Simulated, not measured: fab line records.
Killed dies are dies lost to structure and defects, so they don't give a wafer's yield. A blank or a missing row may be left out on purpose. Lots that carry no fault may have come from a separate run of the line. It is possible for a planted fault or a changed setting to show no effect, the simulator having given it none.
Matching of chambers / flow nand-harc / NHARC_A_STAIRCASE_CMP_472 on cmp-03 has 4 sister chambers
The step polishes SiO2. 8 wafers are shown with their chamber, then 12 later ones without.

## WAFERS PAIRED WITH THEIR CHAMBERS
wafer=L082.1; chamber=2; motor-current-A (A)=10.4
wafer=L083.6; chamber=1; motor-current-A (A)=14.2
wafer=L085.1; chamber=3; motor-current-A (A)=12.2
wafer=L085.2; chamber=1; motor-current-A (A)=14.7
wafer=L085.6; chamber=0; motor-current-A (A)=11.6
wafer=L086.2; chamber=3; motor-current-A (A)=12.9
wafer=L086.3; chamber=2; motor-current-A (A)=10.0
wafer=L086.4; chamber=0; motor-current-A (A)=11.8

## WAFERS WITHOUT THEIR CHAMBER
wafer=L087.1; motor-current-A (A)=14.2
wafer=L087.5; motor-current-A (A)=14.3
wafer=L087.6; motor-current-A (A)=11.7
wafer=L093.1; motor-current-A (A)=10.4
wafer=L093.5; motor-current-A (A)=13.9
wafer=L093.6; motor-current-A (A)=12.0
wafer=L094.1; motor-current-A (A)=11.6
wafer=L094.3; motor-current-A (A)=14.6
wafer=L094.6; motor-current-A (A)=13.2
wafer=L095.1; motor-current-A (A)=12.4
wafer=L095.2; motor-current-A (A)=10.2
wafer=L095.3; motor-current-A (A)=12.3

## EACH ONE'S CHAMBER
wafer=L087.1; from the rows above=1; in truth=1
wafer=L087.5; from the rows above=1; in truth=1
wafer=L087.6; from the rows above=0; in truth=0
wafer=L093.1; from the rows above=2; in truth=2
wafer=L093.5; from the rows above=1; in truth=1
wafer=L093.6; from the rows above=can't be placed: 0 or 3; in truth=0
wafer=L094.1; from the rows above=0; in truth=0
wafer=L094.3; from the rows above=1; in truth=1
wafer=L094.6; from the rows above=can't be placed: 3 or 1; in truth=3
wafer=L095.1; from the rows above=can't be placed: 3 or 0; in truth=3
wafer=L095.2; from the rows above=2; in truth=2
wafer=L095.3; from the rows above=can't be placed: 3 or 0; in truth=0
Correct placement for 8 of the 12. Can't be placed from these rows: 4 (the true chamber is among the candidates in 4). Placed wrongly: 0.
How it was worked out, from the rows above alone: a wafer's distance from a chamber is the root of the sum, over the readings, of the square of ((its reading less the chamber's mean) divided by the reading's scatter). The wafer belongs to the nearest chamber; if the next one is less than 2 further off, it can't be placed. A chamber's mean is the mean of its shown wafers. How the scatter is found: for the shown wafers, subtract from each reading the mean of its chamber, square and add these, divide the total by (wafers less chambers), then take the root.
